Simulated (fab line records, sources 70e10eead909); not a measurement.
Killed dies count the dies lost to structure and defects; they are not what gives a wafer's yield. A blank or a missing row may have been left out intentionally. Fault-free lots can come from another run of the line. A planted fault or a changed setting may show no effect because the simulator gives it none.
A lot that was struck, set against a sound lot ; flow nand-harc ; 40 out of 1302 route steps
Sound: wafers L209.3, L209.5, L209.6. Struck: wafer L212.5 (left out: L212.1, L212.4 of the same lot, which were not struck); the cause appears at the end.
Each step with rows lists, per side, the tool, then ch with its chambers, then its first start. Under that, the readings that differ: sound wafers ; struck wafers ; difference of the means ; sigmas: that difference in standard deviations of wafers without a fault.
alike: a reading whose means differ by less than 2 such deviations, as well as words and numbers matching on both sides. not compared: withheld readings; readings where some wafer has no value; bounds like >300 that might hide an equal value; numbers whose values overlap and for which the record gives no deviation.
The two part at a step that has a row with sigmas, a row that says differs or no value, or rows on one side only. When numbers do not overlap yet have no deviation, they are printed without sigmas and do not part them. A reading that every wafer of one side lacks parts them only if that side has two wafers or more.

NHARC_A_M1_OVL_MEAS_10: pitch 240 nm.
  sound on overlay-02 at day 25 08:58; struck on overlay-01 at day 27 07:56
reading;sound;struck;difference;sigmas
overlay-y-nm (nm);1.7 0.9 1.6;-0.5;-1.9;-2
  alike: overlay-x-nm
NHARC_A_M1_INSPECT_11:
  sound on defect-inspect-01 at day 25 08:59; struck on defect-inspect-02 at day 27 07:58
  alike: raw-defect-count
then, 3 steps without rows for these wafers: NHARC_A_M1_DESCUM_14 (chemistry O2, time 3 s); NHARC_A_M1_ETCH_35 (etches the open film in N2/H2, target depth 40 nm, overetch 12 nm, time 43.94 s); NHARC_A_M1_ETCH_15 (etches the open film in C4F8/Ar, target depth 182.5 nm, time 91.2 s).
NHARC_A_M1_CD_MEAS_16:
  sound on cd-sem-03 at day 25 09:22; struck on cd-sem-01 at day 27 08:20
  alike: cd-nm
then, 1 step without rows for these wafers: NHARC_A_M1_STRIP_18 (strips in N2/H2).
NHARC_A_M1_ETCH_28: etches the open film in CF4/N2, target depth 30 nm, time 72.99 s.
  sound on rie-diel-13 ch 2,3; struck on rie-diel-11 ch 0
reading;sound;struck;difference;sigmas
oes-product-au (a.u.);0.987 0.988 0.998;1.006;+0.015;+2
  alike: drypump-motor-current-A, rf-vpp-V, showerhead-plenum-p-Torr, throttle-valve-pct
  not compared: rf-hours-counter-h
then, 4 steps without rows for these wafers: NHARC_A_M1_STRIP_19 (strips in post etch residue remover, time 600 s); NHARC_A_M1_DEGAS_29 (time 60 s); NHARC_A_M1_PRE_CLEAN_30 (time 30 s); NHARC_A_M1_PVD_20 (deposits TaN, target thk 5 nm, time 8.06 s).
NHARC_A_M1_PVD_21: deposits Cu, target thk 30 nm, time 20.49 s.
  sound on pvd-sputter-03 at day 25 10:19; struck on pvd-sputter-01 at day 27 09:17
  alike: chamber-pressure-pa, throttle-valve-pct
then, 2 steps without rows for these wafers: NHARC_A_M1_ECD_22 (material Cu, target thk 400 nm); NHARC_A_M1_ANNEAL_31 (time 90 s).
NHARC_A_M1_CMP_23: polishes, t overpolish 20 s, target thk 154.34 nm.
  sound on cmp-01 ch 0,1, day 25 11:10; struck on cmp-04 ch 3, day 27 10:08
reading;sound;struck;difference;sigmas
motor-current-A (A);13.8 13.4 13.8;11.1;-2.6;-3
  alike: time-to-endpoint-s
then, 5 steps without rows for these wafers: NHARC_A_M1_SRD_25; NHARC_A_M1_PRE_CLEAN_32 (time 12 s); NHARC_A_M1_DEP_33 (deposits SiCN, target thk 30 nm); NHARC_A_BONDPAD_DEP_00 (deposits SiCN, target thk 250 nm); NHARC_A_BONDPAD_CMP_29 (polishes SiCN, target thk 200 nm).
NHARC_A_BONDPAD_THK_MEAS_30: measures by ellipsometry.
  sound on film-metro-01 at day 25 13:01; struck on film-metro-01 at day 27 12:08
reading;sound;struck;difference;sigmas
thk-nm (nm);199.4 199.3 199.4;202.8;+3.4;+3
then, 10 steps without rows for these wafers: NHARC_A_BONDPAD_SRD_31; NHARC_A_BONDPAD_DEHYDRATE_01 (time 120 s); NHARC_A_BONDPAD_HMDS_02 (time 30 s); NHARC_A_BONDPAD_COAT_33 (time 65 s); NHARC_A_BONDPAD_COAT_03 (resist thk 600 nm); NHARC_A_BONDPAD_SOFTBAKE_04 (time 70 s); NHARC_A_BONDPAD_EBR_05; NHARC_A_BONDPAD_EXPOSE_06 (exposes mask A BPAD); NHARC_A_BONDPAD_PEB_07 (peb time 80 s); NHARC_A_BONDPAD_DEVELOP_08 (time 50 s).
NHARC_A_BONDPAD_CD_MEAS_09: the cd target is 500 nm.
  sound on cd-sem-03 ch 0, day 25 13:35; struck on cd-sem-03 ch 0, day 27 12:42
  alike: cd-nm
NHARC_A_BONDPAD_OVL_MEAS_35:
  sound on overlay-01 at day 25 13:40; struck on overlay-02 at day 27 12:47
  alike: overlay-x-nm, overlay-y-nm
then, 1 step without rows for these wafers: NHARC_A_BONDPAD_HARDBAKE_10 (time 65 s).
NHARC_A_BONDPAD_DESCUM_11: chemistry O2, time 3 s.
  sound on rie-diel-01 ch 0,2,3, day 25 13:49; struck on rie-diel-07 ch 0, day 27 12:55
reading;sound;struck;difference;sigmas
throttle-valve-pct (%);11.323 11.316 11.322;11.288;-0.032;-4
  alike: drypump-motor-current-A, oes-product-au, rf-vpp-V, showerhead-plenum-p-Torr
  not compared: rf-hours-counter-h
NHARC_A_BONDPAD_ETCH_34: etches the open film in N2/H2, target depth 60 nm, overetch 18 nm, time 65.91 s.
  sound on rie-diel-01 ch 1,2,3, day 25 13:53; struck on rie-diel-07 ch 3, day 27 13:00
  alike: drypump-motor-current-A, oes-product-au, rf-vpp-V, showerhead-plenum-p-Torr, throttle-valve-pct
  not compared: rf-hours-counter-h
NHARC_A_BONDPAD_ETCH_12: etches the open film in CHF3/O2, target depth 220 nm, time 110 s.
  sound on rie-diel-01 ch 1,2; struck on rie-diel-07 ch 0
  alike: drypump-motor-current-A, oes-product-au, rf-vpp-V, showerhead-plenum-p-Torr, throttle-valve-pct
  not compared: rf-hours-counter-h
NHARC_A_BONDPAD_CD_MEAS_13:
  sound on cd-sem-01 at day 25 14:07; struck on cd-sem-03 at day 27 13:14
  alike: cd-nm
NHARC_END_SORT_01:
  sound on prober-02 ch 0, day 27 01:39; struck on prober-02 ch 0, day 28 23:04
reading;sound;struck;difference;sigmas
defect-limited-yield (%);90.0 88.2 91.6;83.0;-6.9;-3
killed-at-array;67 77 54;110;+44;+3
killed-dies;68 80 57;115;+47;+3
sort_bin_2_pct (%);3.8 4.4 3.4;6.8;+2.9;+3
sort_bin_3_pct (%);0.4 1.0 0.4;2.8;+2.2;+6
sort-n-pass;609 597 620;562;-47;-3
sort-yield-pct (%);90.0 88.2 91.6;83.0;-6.9;-3
  alike: killed-at-other, killed-at-periphery, killed-open, killed-short, sort_bin_4_pct, sort-rim-yield-pct

== WHERE THEY PART ==
Earliest at NHARC_A_M1_OVL_MEAS_10; latest, in this record, at NHARC_END_SORT_01.

WHY: the cause the simulator had injected
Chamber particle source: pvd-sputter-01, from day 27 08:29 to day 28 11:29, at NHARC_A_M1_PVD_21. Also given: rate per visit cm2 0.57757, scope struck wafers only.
